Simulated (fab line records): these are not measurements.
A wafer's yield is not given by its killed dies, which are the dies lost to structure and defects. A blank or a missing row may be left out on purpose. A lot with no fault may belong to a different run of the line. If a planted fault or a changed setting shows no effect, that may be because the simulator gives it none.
A struck lot beside a sound one || flow n5Finfet || 37 out of 1938 route steps
Sound: wafers L746.3, L746.4, L746.6. Struck: wafers L735.3, L735.4, L735.6. The cause comes at the end.
Each step with rows lists, per side, the tool, then ch with its chambers, then its first start. Under that, the readings that differ: sound wafers || struck wafers || difference of the means || sigmas: that difference in standard deviations of wafers without a fault.
alike: readings whose means differ by less than 2 such deviations, and words and numbers that are the same on both sides. not compared: withheld readings, readings that some wafer has no value for, bounds like >300 that may hide the same value, and numbers for which the record gives no deviation and whose values overlap.
Wherever a step has rows on one side only, a row that says differs or no value, or a row with sigmas, the two part there. Numbers that have no deviation but don't overlap get no sigmas and don't part them. A reading missing from all wafers of one side parts the sides only when that side holds two or more wafers.

first, 9 steps without rows for these wafers: N5_WELL_APT_COAT_19 (resist thk 950 nm); N5_WELL_APT_EBR_21; N5_WELL_APT_SOFTBAKE_20 (time 60 s); N5_WELL_APT_EXPOSE_22 (exposes mask PWELL, defocus 0 nm, target cd 200 nm); N5_WELL_APT_PEB_23 (peb time 90 s); N5_WELL_APT_DEVELOP_24 (develop time 45 s); N5_WELL_APT_HARDBAKE_29 (time 120 s); N5_WELL_APT_DESCUM_30 (chemistry O2, time 7.9 s); N5_WELL_APT_IMPLANT_31.
N5_WELL_APT_IMPLANT_32:
  struck on implanter-02, day 3 21:38; sound on implanter-02 ch 0, day 6 15:37
  no value came back on the struck wafers for beamEnergyKeV, beamOnS (s); on the sound wafers beamEnergyKeV reads 49.981 49.998 49.981
then, 25 steps without rows for these wafers: N5_WELL_APT_STRIP_33 (strips in SPM, time 900 s); N5_WELL_APT_RTA_34 (time 10 s); N5_WELL_APT_OXIDE_STRIP_42 (strips SiO2 in dHF, time 45 s, target depth 12 nm); N5_WELL_APT_PRECLEAN_36 (cleans in O3/DIW, time 45 s); N5_WELL_APT_PRECLEAN_39 (cleans in dHF, time 60 s); N5_WELL_APT_SRD_37 (time 30 s); N5_WELL_APT_EPI_41 (deposits Si from SiH4/H2, target thk 50 nm, time 297.7 s); N5_PMOS_HMC_CHANNEL_EPI_HM_DEP_34 (deposits SiO2 from TEOS/O2, target thk 36 nm, time 6.9 s); N5_PMOS_HMC_CHANNEL_EPI_COAT_31 (time 60 s, resist thk 66 nm); N5_PMOS_HMC_CHANNEL_EPI_COAT_03 (resist thk 205 nm); N5_PMOS_HMC_CHANNEL_EPI_EBR_05; N5_PMOS_HMC_CHANNEL_EPI_SOFTBAKE_04 (time 60 s); N5_PMOS_HMC_CHANNEL_EPI_EXPOSE_06 (exposes mask PMOS HMC BLK, target cd 240 nm); N5_PMOS_HMC_CHANNEL_EPI_PEB_07 (peb time 60 s); N5_PMOS_HMC_CHANNEL_EPI_DEVELOP_08 (develop time 30 s); N5_PMOS_HMC_CHANNEL_EPI_DESCUM_14 (chemistry O2, time 7.9 s); N5_PMOS_HMC_CHANNEL_EPI_ETCH_32 (etches BARC in N2/H2, stops on SiO2, target depth 85.8 nm, time 50.3 s); N5_PMOS_HMC_CHANNEL_EPI_HM_OPEN_15 (chemistry CHF3/O2, target SiO2, target depth 40.6 nm, time 20.3 s); N5_PMOS_HMC_CHANNEL_EPI_STRIP_33 (strips in N2/H2); N5_PMOS_HMC_CHANNEL_EPI_STRIP_17 (strips in SPM, time 750 s); N5_PMOS_HMC_CHANNEL_EPI_ETCH_38 (etches SiO2 in CF4, target depth 1.5 nm); N5_PMOS_HMC_CHANNEL_EPI_FIN_RECESS_16 (chemistry HBr/Cl2, target Si, target depth 54 nm, time 18 s); N5_PMOS_HMC_CHANNEL_EPI_PRECLEAN_36 (cleans in O3/DIW, time 45 s); N5_PMOS_HMC_CHANNEL_EPI_PRECLEAN_18 (cleans in DHF, time 30 s); N5_PMOS_HMC_CHANNEL_EPI_SRD_19 (time 30 s).
-- record jumps: 7 days separate the struck wafers' starts on either side; left off in module PMOS_HMC_CHANNEL_EPI, taken up again in module BEOL_M4, whose first shown step is the route's number 1111 --
N5_BEOL_M4_RC_MEAS_101:
  sound on prober-01 ch 0, day 14 14:41; struck on prober-01 ch 0, day 11 03:02
{"reading": "CJ_N", "sound": "4.46 4.48 4.52", "struck": "1.08 1.10 1.10", "difference": -3.39, "sigmas": -39}
{"reading": "DIBL_N (mV/V)", "sound": "34.3 36.2 36.1", "struck": "64.1 159.4 105.7", "difference": "+74.2", "sigmas": "+34"}
{"reading": "IOFF_N (nA/um)", "sound": "0.14 0.18 0.17", "struck": "4.33 69.18 29.45", "difference": "+34.16", "sigmas": "+99 or more"}
{"reading": "IOFF_N_85C (nA/um)", "sound": "2.7 3.3 3.2", "struck": "50.8 515.0 249.8", "difference": "+268.8", "sigmas": "+99 or more"}
{"reading": "IOFF_N_LIN (nA/um)", "sound": "0.063 0.083 0.079", "struck": "0.371 2.038 1.169", "difference": "+1.118", "sigmas": "+70"}
{"reading": "ION_N (uA/um)", "sound": "657 682 681", "struck": "716 700 741", "difference": "+46", "sigmas": "+3"}
{"reading": "RS_PWELL (ohm/sq)", "sound": "3027 3024 3023", "struck": "3203 3238 3228", "difference": "+198", "sigmas": "+9"}
{"reading": "SS_N (mV/dec)", "sound": "71.7 70.9 71.4", "struck": "104.3 162.3 138.8", "difference": "+63.8", "sigmas": "+65"}
{"reading": "VT_N (mV)", "sound": "250 243 248", "struck": "239 234 232", "difference": -12, "sigmas": -3}
{"reading": "VT_N_LVT (mV)", "sound": "101 96 97", "struck": "89 84 82", "difference": -13, "sigmas": -3}
  alike: DIBL_P, IOFF_P, ION_P, SS_P, VT_P
-- the record jumps here: 4 days lie between the struck wafers' starts before and after (it left off in module BEOL_M4 and takes up again in module PASSIVATION, whose first step shown is number 1936 of the route) --
N5_PASSIVATION_PROBE_49:
  rows exist in the record for the struck wafers here (prober-01, day 15 14:29), but not for the sound ones

== WHERE THEY PART ==
Last at N5_PASSIVATION_PROBE_49 as far as this record goes, first at N5_WELL_APT_IMPLANT_32.

WHY: what had been put in by the simulator
Skipped step whole: implanter-02, from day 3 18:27 on, at N5_WELL_APT_IMPLANT_32. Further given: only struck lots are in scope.
